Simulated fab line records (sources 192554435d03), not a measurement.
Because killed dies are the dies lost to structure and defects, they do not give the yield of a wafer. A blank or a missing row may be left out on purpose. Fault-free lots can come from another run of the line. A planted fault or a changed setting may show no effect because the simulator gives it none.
Split-lot experiment / flow n5Finfet / 7 lots, 21 wafers read, on a route of 1938 steps

== SPLIT DETAILS ==
At N5_BEOL_M3_DEP_57 (deposits SiCN from 3MS/NH3, target thk 8 nm, time 14 s), the setting timeS was moved away from the recipe's 14 s on 7 of the 21 wafers read, by -8.1% to +14.4%. The other wafers ran this setting at the recipe's value.

The split's own step is where the reading is taken.

== THE READING ==
SiCN_of_BEOL_M3_DEP_57.thkNm (the simulator's own value, which no gauge read), in nm, at N5_BEOL_M3_DEP_57 (deposits SiCN from 3MS/NH3, target thk 8 nm, time 14 s). The file does not state a usual value for it. Average 8.0 nm, standard deviation 0.16 nm, over the 14 wafers here run with the recipe.

wafer=L075.4; tool, chamber at the split=pecvd-03, 2; timeS as run, s=16.02; against the recipe=+14.4%; SiCN_of_BEOL_M3_DEP_57.thkNm, nm=9; against lot-mates on the recipe=+1.0
wafer=L075.5; tool, chamber at the split=pecvd-03, 0; timeS as run, s=16.02; against the recipe=+14.4%; SiCN_of_BEOL_M3_DEP_57.thkNm, nm=9.2; against lot-mates on the recipe=+1.2
wafer=L075.6; tool, chamber at the split=pecvd-03, 1; timeS as run, s=14; against the recipe=recipe; SiCN_of_BEOL_M3_DEP_57.thkNm, nm=8; against lot-mates on the recipe=-
wafer=L077.1; tool, chamber at the split=pecvd-03, 2,1; timeS as run, s=14; against the recipe=recipe; SiCN_of_BEOL_M3_DEP_57.thkNm, nm=7.8; against lot-mates on the recipe=-
wafer=L077.2; tool, chamber at the split=pecvd-03, 2,1; timeS as run, s=14; against the recipe=recipe; SiCN_of_BEOL_M3_DEP_57.thkNm, nm=7.8; against lot-mates on the recipe=-
wafer=L077.5; tool, chamber at the split=pecvd-03, 1; timeS as run, s=12.87; against the recipe=-8.1%; SiCN_of_BEOL_M3_DEP_57.thkNm, nm=7.2; against lot-mates on the recipe=-0.6
wafer=L076.1; tool, chamber at the split=pecvd-04, 2,1; timeS as run, s=14; against the recipe=recipe; SiCN_of_BEOL_M3_DEP_57.thkNm, nm=8; against lot-mates on the recipe=-
wafer=L076.3; tool, chamber at the split=pecvd-04, 2,1; timeS as run, s=14; against the recipe=recipe; SiCN_of_BEOL_M3_DEP_57.thkNm, nm=8; against lot-mates on the recipe=-
wafer=L076.6; tool, chamber at the split=pecvd-04, 2; timeS as run, s=14; against the recipe=recipe; SiCN_of_BEOL_M3_DEP_57.thkNm, nm=8.2; against lot-mates on the recipe=-
wafer=L078.1; tool, chamber at the split=pecvd-04, 2,1; timeS as run, s=14; against the recipe=recipe; SiCN_of_BEOL_M3_DEP_57.thkNm, nm=8; against lot-mates on the recipe=-
wafer=L078.4; tool, chamber at the split=pecvd-04, 2,1; timeS as run, s=14; against the recipe=recipe; SiCN_of_BEOL_M3_DEP_57.thkNm, nm=8; against lot-mates on the recipe=-
wafer=L078.5; tool, chamber at the split=pecvd-04, 0; timeS as run, s=14; against the recipe=recipe; SiCN_of_BEOL_M3_DEP_57.thkNm, nm=8.2; against lot-mates on the recipe=-
wafer=L092.3; tool, chamber at the split=pecvd-02, 2; timeS as run, s=13.08; against the recipe=-6.6%; SiCN_of_BEOL_M3_DEP_57.thkNm, nm=7.4; against lot-mates on the recipe=-0.7
wafer=L092.4; tool, chamber at the split=pecvd-02, 0; timeS as run, s=14; against the recipe=recipe; SiCN_of_BEOL_M3_DEP_57.thkNm, nm=8.2; against lot-mates on the recipe=-
wafer=L092.5; tool, chamber at the split=pecvd-02, 2; timeS as run, s=14; against the recipe=recipe; SiCN_of_BEOL_M3_DEP_57.thkNm, nm=8; against lot-mates on the recipe=-
wafer=L095.3; tool, chamber at the split=pecvd-03, 1; timeS as run, s=14; against the recipe=recipe; SiCN_of_BEOL_M3_DEP_57.thkNm, nm=7.6; against lot-mates on the recipe=-
wafer=L095.4; tool, chamber at the split=pecvd-03, 1,2; timeS as run, s=14; against the recipe=recipe; SiCN_of_BEOL_M3_DEP_57.thkNm, nm=8; against lot-mates on the recipe=-
wafer=L095.5; tool, chamber at the split=pecvd-03, 1,2; timeS as run, s=14; against the recipe=recipe; SiCN_of_BEOL_M3_DEP_57.thkNm, nm=8; against lot-mates on the recipe=-
wafer=L096.1; tool, chamber at the split=pecvd-02, 0,1; timeS as run, s=14.9; against the recipe=+6.4%; SiCN_of_BEOL_M3_DEP_57.thkNm, nm=8.6; against lot-mates on the recipe=no lot-mate on the recipe
wafer=L096.4; tool, chamber at the split=pecvd-02, 0,1; timeS as run, s=14.9; against the recipe=+6.4%; SiCN_of_BEOL_M3_DEP_57.thkNm, nm=8.6; against lot-mates on the recipe=no lot-mate on the recipe
wafer=L096.2; tool, chamber at the split=pecvd-02, 2; timeS as run, s=14.9; against the recipe=+6.4%; SiCN_of_BEOL_M3_DEP_57.thkNm, nm=8.4; against lot-mates on the recipe=no lot-mate on the recipe
The file does not say which wafer passed through which chamber wherever a row lists several chambers: such a row stands for several wafers.

THE FIT
A straight line over all 21 wafers: SiCN_of_BEOL_M3_DEP_57.thkNm changes by +0.0822 nm for each +1% of timeS; r = +0.95; the points scatter about the line by 0.15 nm.
The same after taking each lot's own level away (the mean of its wafers on the recipe; 18 wafers): +0.0788 nm for each +1%; r = +0.97; scatter 0.12 nm.
Per that fit: largest timeS move, reading shift of 1.1 nm.
Across the lots, their own levels run from 7.80 to 8.10 nm, a range of 1.9 times the standard deviation given above.
The two slopes are in agreement: the lot-to-lot level therefore moves the slope only a little.
Check: +1.21 nm against its lot-mates is what the line predicts for one of the wafers moved furthest among these (+14.4%) when that wafer is left out of the fit. It came out at +1 nm against them.

== OTHER SPLITS APPLIED TO THESE WAFERS ==
These wafers also went through other splits before the reading. Each is held against what the fit with the lots' levels taken away leaves over:
other split on the same wafers=N5_MOL_CONTACT_COAG_COAT_76 spinRpm; wafers away from the commonest value=5; r with SiCN_of_BEOL_M3_DEP_57.thkNm (lot level and that fit taken away)=-0.13
other split on the same wafers=N5_BEOL_M0_CUTY_EXPOSE_54 doseMj; wafers away from the commonest value=4; r with SiCN_of_BEOL_M3_DEP_57.thkNm (lot level and that fit taken away)=+0.45
other split on the same wafers=N5_BEOL_M0_ETCH_128 sourceW; wafers away from the commonest value=7; r with SiCN_of_BEOL_M3_DEP_57.thkNm (lot level and that fit taken away)=+0.21
other split on the same wafers=N5_BEOL_M0_TRENCH_ETCH_107 targetDepthA; wafers away from the commonest value=4; r with SiCN_of_BEOL_M3_DEP_57.thkNm (lot level and that fit taken away)=-0.04
other split on the same wafers=N5_BEOL_M2_DESCUM_33 timeS; wafers away from the commonest value=3; r with SiCN_of_BEOL_M3_DEP_57.thkNm (lot level and that fit taken away)=+0.17

== THE FILE'S OWN FIT ==
SiCN_of_BEOL_M3_DEP_57.thkNm changes by +0.08 nm for each +1% of timeS, r = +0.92.
